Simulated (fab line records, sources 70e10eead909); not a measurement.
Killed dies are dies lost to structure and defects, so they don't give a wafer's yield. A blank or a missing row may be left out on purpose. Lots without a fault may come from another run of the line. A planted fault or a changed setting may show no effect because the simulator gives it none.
A struck lot beside a sound one | flow nand_harc | 14 steps out of a route of 1159
Sound: wafers L326.1, L326.2, L326.5. Struck: wafers L337.2, L337.3, L337.4. The cause comes at the end.
At each step with rows: each side's tool, then ch and its chambers, then its first start. Under that, the readings that differ: sound wafers | struck wafers | difference of the means | sigmas: that difference in standard deviations of wafers without a fault.
alike: readings whose means differ by less than 2 such deviations, and words and numbers that are the same on both sides. not compared: withheld readings, readings that some wafer has no value for, bounds like >300 that may hide the same value, and numbers for which the record gives no deviation and whose values overlap.
The two part at a step that has a row with sigmas, a row that says differs or no value, or rows on one side only. Numbers that don't overlap but have no deviation are shown without sigmas and don't part them. A reading that every wafer of one side lacks parts them only if that side has two wafers or more.

first, 1 step without rows for these wafers: NHARC_P_STI_OXIDE_40 (material SiO2, target thk 10 nm, ox time 1362 s).
NHARC_P_STI_INSPECT_25:
  sound on defect_inspect-01, day 5 14:47; struck on defect_inspect-02, day 8 05:19
  alike: raw_defect_count
then, 10 steps without rows for these wafers: NHARC_P_GATE_ETCH_69 (etches SiO2 in dHF, target depth 14 nm); NHARC_P_GATE_PRECLEAN_70 (cleans in SC1); NHARC_P_GATE_SRD_01; NHARC_P_GATE_OXIDE_02 (material SiO2, target thk 37.5 nm, ox time 365 s); NHARC_P_GATE_DEHYDRATE_03 (time 120 s); NHARC_P_GATE_HMDS_04 (time 30 s); NHARC_P_GATE_COAT_05; NHARC_P_GATE_SOFTBAKE_06 (time 95 s); NHARC_P_GATE_EBR_07; NHARC_P_GATE_EXPOSE_08 (exposes mask P HV).
NHARC_P_GATE_PEB_09: peb time 85 s.
  sound on litho_track-02 ch 0, day 6 01:55; struck on litho_track-02, day 8 13:25
  no value came back on the struck wafers for chill_plate_temp_C (C), exhaust_pa (Pa); on the sound wafers chill_plate_temp_C (C) reads 23.13 22.93 23.10
then, 1 step without rows for these wafers: NHARC_P_GATE_DEVELOP_10 (time 70 s).

WHERE THEY PART
Only at NHARC_P_GATE_PEB_09, within this record.

WHY: what the simulator had put in
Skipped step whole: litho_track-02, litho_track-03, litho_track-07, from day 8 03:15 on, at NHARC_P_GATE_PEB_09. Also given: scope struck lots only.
